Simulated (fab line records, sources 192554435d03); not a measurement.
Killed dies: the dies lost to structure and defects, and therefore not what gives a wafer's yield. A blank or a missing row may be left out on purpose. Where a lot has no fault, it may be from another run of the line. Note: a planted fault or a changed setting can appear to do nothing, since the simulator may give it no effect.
fab line records ; flow n5Finfet
record: lots: 7; wafers: 39
route steps=1938 shown BEOL_M2@890
startH: hours from the record's opening day to when the first of the lot's shown wafers began ; waitH: how many hours have passed since the lot's step before this one ; " repeats the value in the row above ; L1.1+2: several wafers, shown together as one row ; - no value, or no start was given ; * or withheld: withheld ; < > ~ a bound
route shown NAME@n: a module of which the file shows steps, and the number in the route of the first ; usual: mean/standard deviation of fault-free wafers ; same: alike in all rows ; chamber/n: place in a boat ; sites: readings site by site ; _std_site: the values' standard deviation ; _edge_site: outer sites' mean less inner sites' ; radiusMm: how far each site lies from the wafer's centre ; mask NAME#n: copy n ; behind: the most recent tool/chamber to have shaped the wafer ; hold: cause of the lot's hold/its duration in hours/its outcome ; device: the transistor (n, p or np) that didn't switch ; end of line: the tests these same wafers got at the end of their route ; step lacking rows: just its recipe ; killed: at the first sort, the dies lost to defects and structure; wafer yield is something else ; map: shows each die of a wafer: x if killed, . if not, _ if none is there
set.NAME: the setting as run; set.NAME@STEP: as run at that earlier step ; model.NAME: the simulator's own value behind a step, which no gauge read
lots with deliberately changed settings; one table per step, one row per wafer
== steps ==
step: N5_BEOL_M2_TRENCH_ETCH_37
recipe: chemistry: C4F6/O2; targetDepthA: 555.55; target: SiOC; timeS: 29.2; ionEnergyEv: 250; pressureMtorr: 30; sourceW: 355; biasW: 185; Ar_flow_sccm: 300; C4F6_flow_sccm: 10; O2_flow_sccm: 10
lot.wafer;tool;chamber;startH;waitH;set.timeS;model.BEOL_M2.featureDepthNm;model.etch.depthNm;model.TiN_of_BEOL_M2_HM_DEP_02.thkNm
L075.1;rieDiel-05;0;-;-;29.2;54.2;54.22;17.8
L075.2;rieDiel-05;2;-;-;29.2;54;54.04;17.8
L075.3;rieDiel-05;1;-;-;29.2;55.2;55.18;17.8
L075.4;rieDiel-05;3;-;-;29.2;54.6;54.69;17.6
L075.5;rieDiel-05;0;-;-;29.2;54.4;54.32;17.8
L075.6;rieDiel-05;3;-;-;29.2;54.4;54.49;17.6
L079.1;rieDiel-01;3;-;-;18.57;35.2;35.27;18.6
L079.2;rieDiel-01;1;-;-;18.57;34.4;34.46;18.8
L079.3;rieDiel-01;2;-;-;18.57;35.4;35.48;18.8
L079.4;rieDiel-01;3;-;-;29.2;54.6;54.65;18
L079.5;rieDiel-01;1;-;-;29.2;54;54.04;18
L079.6;rieDiel-01;2;-;-;29.2;56.2;56.14;17.8
L082.1;rieDiel-05;3;-;-;20.24;37.6;37.52;18.6
L082.2;rieDiel-05;2;-;-;29.2;53.6;53.57;17.8
L082.3;rieDiel-05;0;-;-;20.24;37.6;37.54;18.8
L082.4;rieDiel-05;2;-;-;29.2;53.6;53.56;17.8
L082.5;rieDiel-05;0;-;-;29.2;53.8;53.87;17.6
L082.6;rieDiel-05;3;-;-;20.24;37.6;37.63;18.6
L084.4;rieDiel-05;2;-;-;29.2;54.2;54.28;17.2
L084.5;rieDiel-05;0;-;-;29.2;54.2;54.12;17.4
L084.6;rieDiel-05;3;-;-;29.2;54;54.07;17.4
L085.1;rieDiel-01;1;-;-;16.57;30.2;30.15;18.4
L085.2;rieDiel-01;0;-;-;29.2;55;55.04;17.6
L085.3;rieDiel-01;2;-;-;29.2;55.4;55.32;17.4
L085.4;rieDiel-01;3;-;-;16.57;31;31.04;18.4
L085.5;rieDiel-01;2;-;-;16.57;31.4;31.43;18.4
L085.6;rieDiel-01;1;-;-;29.2;53.8;53.77;17.6
L087.1;rieDiel-01;0;-;-;29.2;55.8;55.76;17.4
L087.2;rieDiel-01;3;-;-;11.68;21.8;21.8;18.8
L087.3;rieDiel-01;1;-;-;29.2;54.2;54.22;17.4
L087.4;rieDiel-01;2;-;-;29.2;55.8;55.78;17.6
L087.5;rieDiel-01;3;-;-;11.68;21.8;21.81;19
L087.6;rieDiel-01;2;-;-;11.68;22.4;22.37;18.8
L096.1;rieDiel-01;3;-;-;29.2;55.2;55.15;17.2
L096.2;rieDiel-01;0;-;-;29.2;55.4;55.47;17.2
L096.3;rieDiel-01;2;-;-;16.31;31;31.09;18.2
L096.4;rieDiel-01;1;-;-;16.31;30.2;30.14;18
L096.5;rieDiel-01;1;-;-;29.2;53.8;53.89;17.4
L096.6;rieDiel-01;2;-;-;16.31;31.2;31.11;18
step: N5_BEOL_M2_ETCH_41
recipe: chemistry: CH3F/O2; target: SiCN; targetDepthA: 299; taperDeg: 2; timeS: 52.5; ionEnergyEv: 120; maskMaterial: TiN; pressureMtorr: 30; sourceW: 395; biasW: 75; Ar_flow_sccm: 150; CH3F_flow_sccm: 30; O2_flow_sccm: 20
step: N5_BEOL_M2_STRIP_97
recipe: chemistry: N2/H2; timeS: 10; powerW: 450; tempC: 40; pressureMtorr: 20; rfFrequencyHz: 6e+07; biasPowerW: 7; n2FlowSccm: 200; h2FlowSccm: 200
step: N5_BEOL_M2_OCD_MEAS_38
usual: trenchDepthNm: 54.8/0.84
lot.wafer;tool;chamber;startH;waitH;set.timeS@BEOL_M2_TRENCH_ETCH_37;trenchDepthNm
L075.1;ocd-01;-;155.50;-;29.2;54.4
L075.2;ocd-01;-;155.50;-;29.2;54.0
L075.3;ocd-01;-;155.50;-;29.2;55.3
L075.4;ocd-01;-;155.50;-;29.2;54.4
L075.5;ocd-01;-;155.50;-;29.2;54.7
L075.6;ocd-01;-;155.50;-;29.2;54.4
L079.1;ocd-02;-;171.07;-;18.57;35.1
L079.2;ocd-02;-;171.07;-;18.57;34.2
L079.3;ocd-02;-;171.07;-;18.57;35.5
L079.4;ocd-02;-;171.07;-;29.2;54.5
L079.5;ocd-02;-;171.07;-;29.2;53.4
L079.6;ocd-02;-;171.07;-;29.2;56.3
L082.1;ocd-01;-;202.92;-;20.24;37.9
L082.2;ocd-01;-;202.92;-;29.2;53.7
L082.3;ocd-01;-;202.92;-;20.24;37.5
L082.4;ocd-01;-;202.92;-;29.2;53.7
L082.5;ocd-01;-;202.92;-;29.2;53.7
L082.6;ocd-01;-;202.92;-;20.24;37.6
L084.4;ocd-01;-;212.81;-;29.2;54.6
L084.5;ocd-01;-;212.81;-;29.2;53.7
L084.6;ocd-01;-;212.81;-;29.2;54.0
L085.1;ocd-01;-;215.61;-;16.57;30.4
L085.2;ocd-01;-;215.61;-;29.2;55.0
L085.3;ocd-01;-;215.61;-;29.2;55.6
L085.4;ocd-01;-;215.61;-;16.57;31.2
L085.5;ocd-01;-;215.61;-;16.57;32.1
L085.6;ocd-01;-;215.61;-;29.2;54.0
L087.1;ocd-02;-;219.23;-;29.2;55.6
L087.2;ocd-02;-;219.23;-;11.68;21.7
L087.3;ocd-02;-;219.23;-;29.2;54.4
L087.4;ocd-02;-;219.23;-;29.2;55.6
L087.5;ocd-02;-;219.23;-;11.68;22.4
L087.6;ocd-02;-;219.23;-;11.68;23.0
L096.1;ocd-02;-;274.58;-;29.2;55.6
L096.2;ocd-02;-;274.58;-;29.2;55.4
L096.3;ocd-02;-;274.58;-;16.31;30.9
L096.4;ocd-02;-;274.58;-;16.31;30.2
L096.5;ocd-02;-;274.58;-;29.2;54.3
L096.6;ocd-02;-;274.58;-;16.31;30.7
step: N5_BEOL_M2_HM_STRIP_39
recipe: chemistry: peroxideTinStrip; material: TiN; targetDepthA: 250; tempC: 50; timeS: 158
step: N5_BEOL_M2_SRD_40
recipe: timeS: 30; tempC: 23; rinseLiquid: diw; dry: ipaMarangoni
step: N5_BEOL_M2_ECD_50
recipe: material: Cu; targetThkA: 3000
step: N5_BEOL_M2_ANNEAL_51
recipe: tempC: 225; timeS: 90; ambient: N2
step: N5_BEOL_M2_CMP_52
recipe: stopOn: SiOC; tOverpolishS: 6.8; downForcePsi: 1; platenRpm: 50; clearingPlatenDownForcePsi: 1.5; clearingPlatenRpm: 50; postCmpClean: cuAlkaline; targetThkNm: 40; clearingPlatenPadVelocityMS: 0.99484; padVelocityMS: 0.99484
lot.wafer;tool;chamber;startH;waitH;set.timeS@BEOL_M2_TRENCH_ETCH_37;model.Cu_of_BEOL_M2_ECD_50.thkNm
L075.1+3+5;cmp-02;2,3,3;158.98;0.3;29.2;39
L075.4;cmp-02;0;158.98;0.3;29.2;40.2
L075.2;cmp-02;1;158.98;0.3;29.2;38.4
L075.6;cmp-02;2;158.98;0.3;29.2;38.8
L079.1;cmp-04;0;174.47;0.3;18.57;19.6
L079.4;cmp-04;1;174.47;0.3;29.2;39.8
L079.2;cmp-04;2;174.47;0.3;18.57;19.8
L079.3;cmp-04;3;174.47;0.3;18.57;21
L079.6;cmp-04;0;174.47;0.3;29.2;40.8
L079.5;cmp-04;1;174.47;0.3;29.2;39.4
L082.3;cmp-02;0;206.44;0.2;20.24;22.6
L082.4;cmp-02;1;206.44;0.2;29.2;38.8
L082.1;cmp-02;2;206.44;0.2;20.24;21.4
L082.2;cmp-02;3;206.44;0.2;29.2;36.8
L082.5;cmp-02;0;206.44;0.2;29.2;38.4
L082.6;cmp-02;1;206.44;0.2;20.24;21.8
L084.4;cmp-04;1;216.44;0.3;29.2;38
L084.5;cmp-04;3;216.44;0.3;29.2;38.6
L084.6;cmp-04;0;216.44;0.3;29.2;37.8
L085.3;cmp-04;3;218.82;0.2;29.2;39.8
L085.1;cmp-04;0;218.82;0.2;16.57;16.6
L085.4;cmp-04;1;218.82;0.2;16.57;15
L085.2;cmp-04;2;218.82;0.2;29.2;39.4
L085.5;cmp-04;3;218.82;0.2;16.57;16
L085.6;cmp-04;0;218.82;0.2;29.2;38.8
L087.1;cmp-04;2;222.96;0.3;29.2;40
L087.3;cmp-04;3;222.96;0.3;29.2;39.2
L087.2;cmp-04;0;222.96;0.3;11.68;7.2
L087.4;cmp-04;1;222.96;0.3;29.2;42.2
L087.5;cmp-04;2;222.96;0.3;11.68;7
L087.6;cmp-04;3;222.96;0.3;11.68;8.4
L096.1;cmp-04;3;278.32;0.3;29.2;41.2
L096.3;cmp-04;0;278.32;0.3;16.31;15.2
L096.2;cmp-04;1;278.32;0.3;29.2;41.6
L096.4;cmp-04;2;278.32;0.3;16.31;13.6
L096.6;cmp-04;3;278.32;0.3;16.31;16
L096.5;cmp-04;0;278.32;0.3;29.2;39.8
step: N5_BEOL_M2_THK_MEAS_53
recipe: thkMeasGauge: xrf; reads: Cu_of_BEOL_M2_ECD_50
usual: M2_THK: 39.4/1.1
lot.wafer;tool;chamber;startH;waitH;set.timeS@BEOL_M2_TRENCH_ETCH_37;M2_THK[nm]
L075.1;filmMetro-02;-;159.28;-;29.2;39.1
L075.2;filmMetro-02;-;159.28;-;29.2;38.3
L075.3;filmMetro-02;-;159.28;-;29.2;39.2
L075.4;filmMetro-02;-;159.28;-;29.2;40.4
L075.5;filmMetro-02;-;159.28;-;29.2;38.9
L075.6;filmMetro-02;-;159.28;-;29.2;38.8
L079.1;filmMetro-01;-;174.77;-;18.57;19.5
L079.2;filmMetro-01;-;174.77;-;18.57;19.7
L079.3;filmMetro-01;-;174.77;-;18.57;21.0
L079.4;filmMetro-01;-;174.77;-;29.2;39.7
L079.5;filmMetro-01;-;174.77;-;29.2;39.2
L079.6;filmMetro-01;-;174.77;-;29.2;40.5
L082.1;filmMetro-02;-;206.74;-;20.24;21.3
L082.2;filmMetro-02;-;206.74;-;29.2;36.9
L082.3;filmMetro-02;-;206.74;-;20.24;22.7
L082.4;filmMetro-02;-;206.74;-;29.2;38.9
L082.5;filmMetro-02;-;206.74;-;29.2;38.3
L082.6;filmMetro-02;-;206.74;-;20.24;21.8
L084.4;filmMetro-01;-;216.66;-;29.2;37.5
L084.5;filmMetro-01;-;216.66;-;29.2;38.2
L084.6;filmMetro-01;-;216.66;-;29.2;37.4
L085.1;filmMetro-01;-;219.12;-;16.57;16.4
L085.2;filmMetro-01;-;219.12;-;29.2;39.4
L085.3;filmMetro-01;-;219.12;-;29.2;39.8
L085.4;filmMetro-01;-;219.12;-;16.57;14.9
L085.5;filmMetro-01;-;219.12;-;16.57;16.0
L085.6;filmMetro-01;-;219.12;-;29.2;38.4
L087.1;filmMetro-02;-;223.25;-;29.2;39.9
L087.2;filmMetro-02;-;223.25;-;11.68;7.3
L087.3;filmMetro-02;-;223.25;-;29.2;39.3
L087.4;filmMetro-02;-;223.25;-;29.2;42.1
L087.5;filmMetro-02;-;223.25;-;11.68;7.1
L087.6;filmMetro-02;-;223.25;-;11.68;8.4
L096.1;filmMetro-02;-;278.61;-;29.2;41.1
L096.2;filmMetro-02;-;278.61;-;29.2;41.4
L096.3;filmMetro-02;-;278.61;-;16.31;15.1
L096.4;filmMetro-02;-;278.61;-;16.31;13.5
L096.5;filmMetro-02;-;278.61;-;29.2;39.3
L096.6;filmMetro-02;-;278.61;-;16.31;15.9
step: N5_BEOL_M2_PRE_CLEAN_60
recipe: gas: NH3/H2; timeS: 15; tempC: *; rfPowerW: 300
step: N5_BEOL_M2_CO_CAP_55
recipe: material: Co; targetThkA: 20; tempC: 200; precursor: CCTBA/H2; pressureTorr: 30; timeS: 102.1
step: N5_BEOL_M2_PRE_CLEAN_56
recipe: gas: NH3; timeS: 15; tempC: withheld; rfPowerW: 300
step: N5_BEOL_M2_DEP_57
recipe: material: SiCN; targetThkA: 80; tempC: withheld; precursor: 3MS/NH3; pressureTorr: 3; rfW: 202; timeS: 14
step: N5_BEOL_M2_RS_MEAS_58
recipe: thkMeasGauge: four-point-probe; reads: Co_of_BEOL_M2_CO_CAP_55+Cu_of_BEOL_M2_ECD_50+Co_of_BEOL_M2_CVD_47+TaN_of_BEOL_M2_ALD_84
usual: M2_RS: 0.678/0.025
lot.wafer;tool;chamber;startH;waitH;set.timeS@BEOL_M2_TRENCH_ETCH_37;M2_RS[ohm/sq]
L075.1;filmMetro-01;-;159.54;0.0;29.2;0.688
L075.2;filmMetro-01;-;159.54;0.0;29.2;0.704
L075.3;filmMetro-01;-;159.54;0.0;29.2;0.689
L075.4;filmMetro-01;-;159.54;0.0;29.2;0.666
L075.5;filmMetro-01;-;159.54;0.0;29.2;0.689
L075.6;filmMetro-01;-;159.54;0.0;29.2;0.694
L079.1;filmMetro-01;-;175.03;0.0;18.57;1.744
L079.2;filmMetro-01;-;175.03;0.0;18.57;1.710
L079.3;filmMetro-01;-;175.03;0.0;18.57;1.581
L079.4;filmMetro-01;-;175.03;0.0;29.2;0.672
L079.5;filmMetro-01;-;175.03;0.0;29.2;0.681
L079.6;filmMetro-01;-;175.03;0.0;29.2;0.652
L082.1;filmMetro-02;-;207.20;0.0;20.24;1.554
L082.2;filmMetro-02;-;207.20;0.0;29.2;0.743
L082.3;filmMetro-02;-;207.20;0.0;20.24;1.430
L082.4;filmMetro-02;-;207.20;0.0;29.2;0.697
L082.5;filmMetro-02;-;207.20;0.0;29.2;0.704
L082.6;filmMetro-02;-;207.20;0.0;20.24;1.507
L084.4;filmMetro-02;-;216.92;0.0;29.2;0.715
L084.5;filmMetro-02;-;216.92;0.0;29.2;0.698
L084.6;filmMetro-02;-;216.92;0.0;29.2;0.717
L085.1;filmMetro-01;-;219.38;0.0;16.57;2.209
L085.2;filmMetro-01;-;219.38;0.0;29.2;0.680
L085.3;filmMetro-01;-;219.38;0.0;29.2;0.672
L085.4;filmMetro-01;-;219.38;0.0;16.57;2.544
L085.5;filmMetro-01;-;219.38;0.0;16.57;2.321
L085.6;filmMetro-01;-;219.38;0.0;29.2;0.697
L087.1;filmMetro-01;-;223.51;0.0;29.2;0.666
L087.2;filmMetro-01;-;223.51;0.0;11.68;7.310
L087.3;filmMetro-01;-;223.51;0.0;29.2;0.686
L087.4;filmMetro-01;-;223.51;0.0;29.2;0.624
L087.5;filmMetro-01;-;223.51;0.0;11.68;7.511
L087.6;filmMetro-01;-;223.51;0.0;11.68;5.968
L096.1;filmMetro-02;-;278.90;0.1;29.2;0.642
L096.2;filmMetro-02;-;278.90;0.1;29.2;0.634
L096.3;filmMetro-02;-;278.90;0.1;16.31;2.523
L096.4;filmMetro-02;-;278.90;0.1;16.31;2.914
L096.5;filmMetro-02;-;278.90;0.1;29.2;0.674
L096.6;filmMetro-02;-;278.90;0.1;16.31;2.331
== key ==
split: step: N5_BEOL_M2_TRENCH_ETCH_37; setting: timeS; stated: 29.2; by: wafer
response: step: N5_BEOL_M2_TRENCH_ETCH_37; reading: model.BEOL_M2.featureDepthNm; change: +0.548; per: 1%; r: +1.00
response: step: N5_BEOL_M2_TRENCH_ETCH_37; reading: model.etch.depthNm; change: +0.548; per: 1%; r: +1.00
response: step: N5_BEOL_M2_TRENCH_ETCH_37; reading: model.TiN_of_BEOL_M2_HM_DEP_02.thkNm; change: -0.0222; per: 1%; r: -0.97
response: step: N5_BEOL_M2_OCD_MEAS_38; reading: trenchDepthNm; change: +0.545; per: 1%; r: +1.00
response: step: N5_BEOL_M2_CMP_52; reading: model.Cu_of_BEOL_M2_ECD_50.thkNm; change: +0.553; per: 1%; r: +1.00
response: step: N5_BEOL_M2_THK_MEAS_53; reading: M2_THK; change: +0.551; per: 1%; r: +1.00
response: step: N5_BEOL_M2_RS_MEAS_58; reading: M2_RS; shape: bent; atLowest: 6.930; atStated: 0.683; atHighest: 0.683
